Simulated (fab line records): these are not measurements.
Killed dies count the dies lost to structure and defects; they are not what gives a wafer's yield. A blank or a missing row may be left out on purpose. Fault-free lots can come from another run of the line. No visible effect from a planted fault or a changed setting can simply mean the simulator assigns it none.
Matching of chambers :: flow n5Finfet :: 4 sister chambers for N5_ZERO_LAYER_ETCH_18 on rieSi-05
The step etches Si in HBr/Cl2, target depth 120 nm, time 40 s. 20 wafers are shown with their chamber, then 10 later ones without.

## EACH WAFER AND ITS CHAMBER
wafer: L074.1
chamber: 1
drypumpMotorCurrentA (A): 6.9
throttleValvePct (%): 35.99
oesProductAu (a.u.): 1.027

wafer: L074.4
chamber: 0
drypumpMotorCurrentA (A): 6.0
throttleValvePct (%): 36.32
oesProductAu (a.u.): 1.005

wafer: L074.5
chamber: 1
drypumpMotorCurrentA (A): 6.8
throttleValvePct (%): 35.96
oesProductAu (a.u.): 1.014

wafer: L078.2
chamber: 1
drypumpMotorCurrentA (A): 6.8
throttleValvePct (%): 35.97
oesProductAu (a.u.): 1.020

wafer: L078.4
chamber: 3
drypumpMotorCurrentA (A): 6.2
throttleValvePct (%): 36.12
oesProductAu (a.u.): 0.995

wafer: L078.6
chamber: 3
drypumpMotorCurrentA (A): 6.1
throttleValvePct (%): 36.12
oesProductAu (a.u.): 0.993

wafer: L080.3
chamber: 2
drypumpMotorCurrentA (A): 6.1
throttleValvePct (%): 36.32
oesProductAu (a.u.): 1.031

wafer: L080.5
chamber: 2
drypumpMotorCurrentA (A): 6.1
throttleValvePct (%): 36.35
oesProductAu (a.u.): 1.028

wafer: L080.6
chamber: 1
drypumpMotorCurrentA (A): 6.8
throttleValvePct (%): 35.98
oesProductAu (a.u.): 1.026

wafer: L082.2
chamber: 0
drypumpMotorCurrentA (A): 6.0
throttleValvePct (%): 36.32
oesProductAu (a.u.): 1.004

wafer: L082.4
chamber: 1
drypumpMotorCurrentA (A): 6.8
throttleValvePct (%): 35.96
oesProductAu (a.u.): 1.019

wafer: L082.6
chamber: 0
drypumpMotorCurrentA (A): 6.0
throttleValvePct (%): 36.34
oesProductAu (a.u.): 0.990

wafer: L083.1
chamber: 3
drypumpMotorCurrentA (A): 6.1
throttleValvePct (%): 36.12
oesProductAu (a.u.): 0.987

wafer: L083.2
chamber: 2
drypumpMotorCurrentA (A): 6.1
throttleValvePct (%): 36.32
oesProductAu (a.u.): 1.021

wafer: L083.3
chamber: 1
drypumpMotorCurrentA (A): 6.9
throttleValvePct (%): 35.98
oesProductAu (a.u.): 1.022

wafer: L085.1
chamber: 2
drypumpMotorCurrentA (A): 6.1
throttleValvePct (%): 36.32
oesProductAu (a.u.): 1.029

wafer: L085.3
chamber: 3
drypumpMotorCurrentA (A): 6.1
throttleValvePct (%): 36.12
oesProductAu (a.u.): 0.994

wafer: L085.5
chamber: 1
drypumpMotorCurrentA (A): 6.9
throttleValvePct (%): 35.99
oesProductAu (a.u.): 1.022

wafer: L087.1
chamber: 1
drypumpMotorCurrentA (A): 6.8
throttleValvePct (%): 35.98
oesProductAu (a.u.): 1.017

wafer: L087.3
chamber: 3
drypumpMotorCurrentA (A): 6.1
throttleValvePct (%): 36.10
oesProductAu (a.u.): 0.999

SIGNATURES, as means of the wafers listed above
reading: drypumpMotorCurrentA
chamber 0: 6.000
chamber 1: 6.838
chamber 2: 6.100
chamber 3: 6.120
scatter within a chamber: 0.0409

reading: throttleValvePct
chamber 0: 36.3267
chamber 1: 35.9763
chamber 2: 36.3275
chamber 3: 36.1160
scatter within a chamber: 0.0119

reading: oesProductAu
chamber 0: 0.99967
chamber 1: 1.02087
chamber 2: 1.02725
chamber 3: 0.99360
scatter within a chamber: 0.00503
Rule: distance of a wafer from a chamber = root of the sum over the readings of ((wafer's reading minus chamber's mean) / reading's scatter) squared. If the next closest chamber is less than 2 further off than the closest, the wafer can't be placed; otherwise it belongs to the closest. The scatter: the root of (the sum of the squares of (reading less its chamber's mean) over the shown wafers, divided by (wafers less chambers)).

## WAFERS MISSING THEIR CHAMBER
wafer: L087.6
drypumpMotorCurrentA (A): 6.0
throttleValvePct (%): 36.33
oesProductAu (a.u.): 1.009

wafer: L092.1
drypumpMotorCurrentA (A): 6.1
throttleValvePct (%): 36.12
oesProductAu (a.u.): 1.008

wafer: L092.2
drypumpMotorCurrentA (A): 6.1
throttleValvePct (%): 36.32
oesProductAu (a.u.): 1.020

wafer: L092.4
drypumpMotorCurrentA (A): 6.8
throttleValvePct (%): 35.97
oesProductAu (a.u.): 1.013

wafer: L093.1
drypumpMotorCurrentA (A): 6.1
throttleValvePct (%): 36.31
oesProductAu (a.u.): 1.032

wafer: L093.3
drypumpMotorCurrentA (A): 6.1
throttleValvePct (%): 36.12
oesProductAu (a.u.): 1.006

wafer: L093.4
drypumpMotorCurrentA (A): 6.8
throttleValvePct (%): 35.98
oesProductAu (a.u.): 1.023

wafer: L096.1
drypumpMotorCurrentA (A): 6.1
throttleValvePct (%): 36.33
oesProductAu (a.u.): 1.013

wafer: L096.4
drypumpMotorCurrentA (A): 6.1
throttleValvePct (%): 36.13
oesProductAu (a.u.): 0.992

wafer: L096.5
drypumpMotorCurrentA (A): 6.9
throttleValvePct (%): 35.98
oesProductAu (a.u.): 1.023

## CHAMBER TAKEN BY EACH
wafer: L087.6
from the rows above: 0
in truth: 0

wafer: L092.1
from the rows above: 3
in truth: 3

wafer: L092.2
from the rows above: 2
in truth: 2

wafer: L092.4
from the rows above: 1
in truth: 1

wafer: L093.1
from the rows above: 2
in truth: 2

wafer: L093.3
from the rows above: 3
in truth: 3

wafer: L093.4
from the rows above: 1
in truth: 1

wafer: L096.1
from the rows above: can't be placed: 2 or 0
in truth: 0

wafer: L096.4
from the rows above: 3
in truth: 3

wafer: L096.5
from the rows above: 1
in truth: 1
9 of 10 placed correctly. From these rows, 1 cannot be placed; in 1 the true chamber is one of the candidates. 0 placed wrongly.
